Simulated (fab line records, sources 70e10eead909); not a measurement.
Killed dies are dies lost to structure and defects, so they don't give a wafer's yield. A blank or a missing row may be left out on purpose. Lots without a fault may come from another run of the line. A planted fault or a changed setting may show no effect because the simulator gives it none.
fab line records | flow nand_harc
record lots=12 wafers=36 last_day=24
route steps=1159 shown P_CONTACT@237 P_M1@290 END@1159
lots that met no fault: from a run of the same line without faults
start_h: hours from the record's first day to the start of the lot's first wafer shown | wait_h: hours since the lot's step before | " the same as in the row above | L1.1+2: a row that stands for several wafers | - no value, or no start given | * or withheld: withheld | < > ~ a bound
route shown NAME@n: a module of which the file shows steps, and the number in the route of the first | usual: mean/standard deviation of fault-free wafers | same: alike in all rows | chamber/n: place in a boat | sites: the reading at each site | _std_site: their standard deviation | _edge_site: outer sites' mean less inner sites' | radius_mm: how far each site lies from the wafer's centre | mask NAME#n: copy n | behind: the tool/chamber that last shaped the wafer | hold: why the lot was held/for how many hours/how that ended | device: the transistor (n, p or np) that didn't switch | end of line: the same wafers' tests at the end of the route | a step without rows: its recipe alone | killed: dies lost to structure and defects at the first sort, not the wafer's yield | map: a wafer's dies, x killed, . not, _ none there
set.NAME: the setting as run; set.NAME@STEP: as run at that earlier step | model.NAME: the simulator's own value behind a step, which no gauge read
steps of the route over a sample of lots; a table a step, a row a wafer
services: from which hour (start_h, from the record's first day; less than 0 if before it) a tool's chamber was out of use, for how many hours, and why
## steps
# step NHARC_P_CONTACT_ETCH_36
# recipe target_depth_a=2600 over_etch_frac=0.25 time_s=406.25 ion_energy_ev=200 n2_flow_sccm=150 h2_flow_sccm=150 ar_flow_sccm=0 rf_w=400 bias_w=150 chemistry=N2/H2
# usual drypump_motor_current_A=5.9/0.4 oes_product_au=0.999/0.012 rf_vpp_V=431.3/2.1 showerhead_plenum_p_Torr=2.06/0.073 throttle_valve_pct=14.172/0.0084
# columns lot.wafer tool chamber start_h wait_h drypump_motor_current_A oes_product_au rf_hours_counter_h rf_vpp_V showerhead_plenum_p_Torr throttle_valve_pct
L733.2 rie_diel-09 1 - - 6.5 1.000 2 432.4 2.09 14.162
L733.4 " 2 " " 6.2 1.013 3 432.0 2.09 14.159
L733.3 " 3 " " 5.8 0.979 2 433.8 2.15 14.179
L734.3 rie_diel-02 2 - - 5.3 0.999 13 430.9 2.02 14.177
L734.4 " 1 " " 5.0 0.992 15 430.9 2.03 14.174
L734.6 " 2 " " 5.2 1.002 - 429.4 2.02 14.160
L736.1 rie_diel-09 3 - - 5.9 1.003 2 434.6 2.15 14.170
L736.6 " 3 " " 5.9 0.992 - 434.0 2.15 14.167
L736.5 " 0 " " 6.0 1.017 - 431.5 2.06 14.175
L739.3 rie_diel-02 3 - - 5.5 1.011 17 426.7 1.89 14.175
L739.1 " 0 " " 5.6 1.011 16 432.9 2.12 14.169
L739.6 " 3 " " 5.5 1.011 - 427.2 1.89 14.177
L740.1 rie_diel-09 1 - - 6.5 0.996 5 431.0 2.09 14.189
L740.2 " 3 " " 5.9 0.981 4 433.9 2.15 14.161
L740.6 " 0 " " 6.1 0.997 - 430.9 2.06 14.162
L745.1 rie_diel-09 3 - - 5.9 0.982 9 432.1 2.15 14.170
L745.5 " 2 " " 6.2 1.012 - 431.3 2.09 14.175
L745.6 " 3 " " 5.8 0.985 - 434.1 2.15 14.178
L746.4 rie_diel-08 3 - - 5.6 1.002 27 425.5 1.92 14.176
L746.1 " 0 " " 5.7 1.003 24 428.5 1.92 14.182
L746.3 " 1 " " 5.5 1.005 19 429.9 2.02 14.171
L748.1 rie_diel-09 1 - - 6.5 0.989 12 432.2 2.09 14.165
L748.6 " 2 " " 6.2 1.012 - 430.4 2.09 14.155
L748.5 " 3 " " 5.9 0.968 - 434.2 2.15 14.167
L750.4 rie_diel-09 3 - - 5.9 0.976 13 433.6 2.15 14.183
L750.3 " 1 " " 6.5 1.000 13 432.9 2.09 14.156
L750.1 " 2 " " 6.2 1.000 13 432.0 2.09 14.191
L751.4 rie_diel-09 3 - - 5.9 0.984 14 433.3 2.15 14.169
L751.5 " 3 " " 5.8 0.978 - 433.8 2.15 14.177
L751.6 " 0 " " 6.0 0.999 - 430.1 2.06 14.168
L752.4 rie_diel-09 2 - - 6.2 1.011 14 431.7 2.09 14.167
L752.3 " 3 " " 5.9 0.977 15 434.5 2.15 14.165
L752.1 " 0 " " 6.0 1.002 15 431.8 2.05 14.180
L755.3 rie_diel-09 2 - - 6.2 1.002 17 430.4 2.09 14.173
L755.6 " 3 " " 5.9 0.981 - 433.2 2.15 14.179
L755.4 " 2 " " 6.2 1.010 - 432.0 2.09 14.162
# step NHARC_P_CONTACT_CVD_23
# recipe target_thk_a=2000 temp_c=300 pressure_torr=40 wf6_flow_sccm=40 h2_flow_sccm=1600 ar_flow_sccm=1560 time_s=557 material=W
# usual heater_power_w=490/71 throttle_valve_pct=8.02/0.19
# columns lot.wafer tool chamber start_h wait_h heater_power_w throttle_valve_pct
L733.2 cvd_w-02 1 - - 533 8.04
L733.4 " 0 " " 407 8.01
L733.3 " 1 " " 543 8.32
L734.3 cvd_w-01 0 - - 457 7.80
L734.4 " 0 " " 463 7.92
L734.6 " 0 " " 476 7.90
L736.1 cvd_w-02 0 - - 422 8.29
L736.6 " 0 " " 410 7.92
L736.5 " 1 " " 537 8.25
L739.1 cvd_w-02 0 - - 412 8.17
L739.3 " 0 " " 416 8.15
L739.6 " 1 " " 543 8.18
L740.2 cvd_w-02 1 - - 543 8.20
L740.1 " 0 " " 410 7.92
L740.6 " 1 " " 539 8.13
L745.1 cvd_w-02 0 - - 415 8.14
L745.5 " 1 " " 544 8.00
L745.6 " 0 " " 415 7.84
L746.1 cvd_w-01 1 - - 596 7.58
L746.3 " 1 " " 597 8.06
L746.4 " 0 " " 466 8.07
L748.1 cvd_w-01 0 - - 462 8.26
L748.5 " 0 " " 465 7.96
L748.6 " 1 " " 604 7.91
L750.1 cvd_w-02 0 - - 396 7.51
L750.4 " 1 " " 500 7.98
L750.3 " 0 " " 403 7.71
L751.4 cvd_w-02 1 - - 499 8.21
L751.6 " 0 " " 394 7.91
L751.5 " 1 " " 508 8.13
L752.1 cvd_w-01 0 - - 470 8.13
L752.3 " 1 " " 598 7.77
L752.4 " 0 " " 465 7.83
L755.3 cvd_w-02 0 - - 394 7.72
L755.4 " 1 " " 497 7.94
L755.6 " 1 " " 504 8.21
# step NHARC_P_M1_SOFTBAKE_04
# recipe temp_c=105 time_s=55
# usual heater_power_total_W=188.49/0.15 resist_line_temp_C=22.98/0.11
# columns lot.wafer tool chamber start_h wait_h heater_power_total_W resist_line_temp_C
L733.2 litho_track-06 0 140 - 188.50 22.94
L733.3 " 0 " " 188.67 23.03
L733.4 " 0 " " 188.39 23.12
L734.3 litho_track-06 0 141 - 188.41 22.83
L734.4 " 0 " " 188.33 22.98
L734.6 " 0 " " 188.30 22.93
L736.1 litho_track-01 0 141 - 188.74 23.03
L736.5 " 0 " " 188.57 22.85
L736.6 " 0 " " 188.71 22.97
L739.1 litho_track-01 0 156 - 188.32 23.00
L739.3 " 0 " " 188.75 23.17
L739.6 " 0 " " 188.35 23.02
L740.1 litho_track-06 0 158 - 188.43 22.89
L740.2 " 0 " " 188.38 22.86
L740.6 " 0 " " 188.73 22.80
L745.1 litho_track-06 0 198 - 314.67 23.04
L745.5 " 0 " " 314.72 23.06
L745.6 " 0 " " 314.75 23.06
L746.1 litho_track-06 0 211 - 314.71 22.91
L746.3 " 0 " " 314.85 22.99
L746.4 " 0 " " 314.74 22.96
L748.1 litho_track-04 0 216 - 188.28 23.15
L748.5 " 0 " " 188.45 23.17
L748.6 " 0 " " 188.42 23.11
L750.1 litho_track-04 0 228 - 188.40 22.78
L750.3 " 0 " " 188.61 23.08
L750.4 " 0 " " 188.30 23.02
L751.4 litho_track-01 0 229 - 188.47 22.92
L751.5 " 0 " " 188.39 22.93
L751.6 " 0 " " 188.54 22.85
L752.1 litho_track-04 0 236 - 188.28 23.10
L752.3 " 0 " " 188.65 23.03
L752.4 " 0 " " 188.44 23.17
L755.3 litho_track-01 0 255 - 188.30 23.11
L755.4 " 0 " " 188.40 23.06
L755.6 " 0 " " 188.30 23.12
# step NHARC_P_M1_PVD_21
# recipe target_thk_a=300 chamber_pressure_pa=5 power_w=5000 substrate_temp_c=30 time_s=20.49 material=Cu
# usual throttle_valve_pct=30.2/0.69
# columns lot.wafer tool chamber start_h wait_h throttle_valve_pct
L733.2 pvd_sputter-03 - - - 28.8
L733.3 " - " " 30.8
L733.4 " - " " 30.0
L734.3 pvd_sputter-01 - - - 30.8
L734.4 " - " " 29.8
L734.6 " - " " 30.7
L736.1 pvd_sputter-02 - - - 30.4
L736.6 " - " " 30.3
L736.5 " - " " 31.0
L739.1 pvd_sputter-03 - - - 30.8
L739.3 " - " " 30.8
L739.6 " - " " 30.3
L740.2 pvd_sputter-02 - - - 30.6
L740.1 " - " " 29.5
L740.6 " - " " 29.4
L745.1 pvd_sputter-02 - - - 29.3
L745.5 " - " " 30.6
L745.6 " - " " 30.9
L746.4 pvd_sputter-03 - - - 30.5
L746.3 " - " " 30.9
L746.1 " - " " 28.9
L748.1 pvd_sputter-01 - - - 30.9
L748.5 " - " " 30.8
L748.6 " - " " 30.9
L750.4 pvd_sputter-01 - - - 31.1
L750.1 " - " " 30.6
L750.3 " - " " 30.9
L751.4 pvd_sputter-02 - - - 30.2
L751.5 " - " " 30.0
L751.6 " - " " 28.7
L752.3 pvd_sputter-03 - - - 29.0
L752.4 " - " " 29.8
L752.1 " - " " 30.7
L755.4 pvd_sputter-01 - - - 31.0
L755.3 " - " " 30.8
L755.6 " - " " 30.7
# step NHARC_END_SORT_01
# recipe temp_c=25
# usual defect_limited_yield=95.2/1.6 killed_at_array=29/10 killed_at_other=0.7/1.1 killed_at_periphery=3.2/2.2 killed_dies=33/11 killed_open=3.5/1.8 killed_short=2.0/1.4 sort_bin_2_pct=1.5/0.61 sort_bin_3_pct=0.29/0.22 sort_bin_4_pct=3.1/1.1 sort_n_pass=644/11 sort_rim_yield_pct=95/3.3 sort_yield_pct=95.2/1.6
# same gross_dies=677 sort_bin_5_pct[%]=0 sort_bin_6_pct[%]=0 sort_bin_7_pct[%]=0 sort_bin_8_pct[%]=0 sort_rim_n_gross=106.00
# columns lot.wafer tool chamber start_h wait_h defect_limited_yield[%] killed_at_array killed_at_other killed_at_periphery killed_dies killed_open killed_short sort_bin_2_pct[%] sort_bin_3_pct[%] sort_bin_4_pct[%] sort_n_pass sort_rim_yield_pct[%] sort_yield_pct[%]
L745.1 prober-02 0 506.07 2.5 93.2 42 0 4 46 3 5 1.8 0 5.0 631 85 93.2
L745.5 prober-02 0 509.29 3.7 92.0 54 0 0 54 0 3 1.9 0.44 5.6 623 97 92.0
L745.6 prober-02 0 510.10 4.0 94.2 37 0 2 39 2 2 1.6 0.15 4.0 638 90 94.2
# killed by level:class
L745.1 A_CHANNEL_HOLE_D1:chamber_film_flake=15 A_SLIT:chamber_film_flake=13 A_CHANNEL_HOLE_D1:geometric_particle:short=3 P_M2:chamber_film_flake=3 A_STAIRCASE:chamber_film_flake=3 A_CONTACT:chamber_film_flake=3 A_ONON_D1:geometric_particle:open=2 A_ONON_D1:geometric_particle:short=1
L745.5 A_CHANNEL_HOLE_D1:chamber_film_flake=19 A_SLIT:chamber_film_flake=16 A_STAIRCASE:chamber_film_flake=9 A_CONTACT:chamber_film_flake=4 A_WL_FILL:chamber_film_flake=3 A_CHANNEL_FILL_D1:geometric_particle:short=1 A_WL_FILL:geometric_particle:short=1 A_M0:geometric_particle:short=1
L745.6 A_CHANNEL_HOLE_D1:chamber_film_flake=13 A_SLIT:chamber_film_flake=11 A_STAIRCASE:chamber_film_flake=7 A_M0:geometric_particle:open=2 A_CONTACT:chamber_film_flake=2 P_CONTACT:geometric_particle:short=1 A_CONTACT:geometric_particle:short=1 P_M2:chamber_film_flake=1
## services
# columns tool chamber start_h hours kind
rie_diel-09 3 94.16 6.6 repair
pvd_sputter-03 - 102.00 10.0 pm
rie_diel-09 0 110.60 - clean
rie_diel-09 1 110.60 - clean
pvd_sputter-01 - 114.69 2.0 repair
litho_track-06 - 117.00 7.0 pm
cvd_w-01 - 117.63 13.0 pm
rie_diel-08 1 118.18 7.1 repair
rie_diel-08 - 125.88 9.0 pm
litho_track-04 - 141.00 7.0 pm
rie_diel-08 0 146.72 4.7 repair
rie_diel-02 - 150.73 9.0 pm
pvd_sputter-01 - 158.03 10.0 pm
pvd_sputter-01 - 173.50 0.9 repair
rie_diel-09 2 175.33 3.8 repair
pvd_sputter-01 - 191.58 1.5 repair
cvd_w-02 - 196.31 13.0 pm
pvd_sputter-02 - 214.02 10.0 pm
rie_diel-02 2 221.94 4.6 repair
rie_diel-08 - 236.07 1.2 repair
rie_diel-09 0 238.35 6.3 repair
rie_diel-02 2 250.08 5.1 repair
rie_diel-08 3 254.08 6.2 repair
rie_diel-09 - 254.10 9.0 pm
## key
first_sign step=NHARC_P_M1_SOFTBAKE_04 reading=heater_power_total_W direction=up sigmas=99+ usual=* struck=*
effect none on later readings
met_at NHARC_P_M1_SOFTBAKE_04
struck_lots L745,L746
not_acting_at NHARC_P_CONTACT_ETCH_36,NHARC_P_CONTACT_CVD_23,NHARC_P_M1_PVD_21
onset_between 158 198
fault kind=process_parameter_drift tool=litho_track-06 chamber=- onset_h=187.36 steps=NHARC_P_M1_SOFTBAKE_04 channel=time_s offset=* shape=step end_h=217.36 acts_in=* stated=*
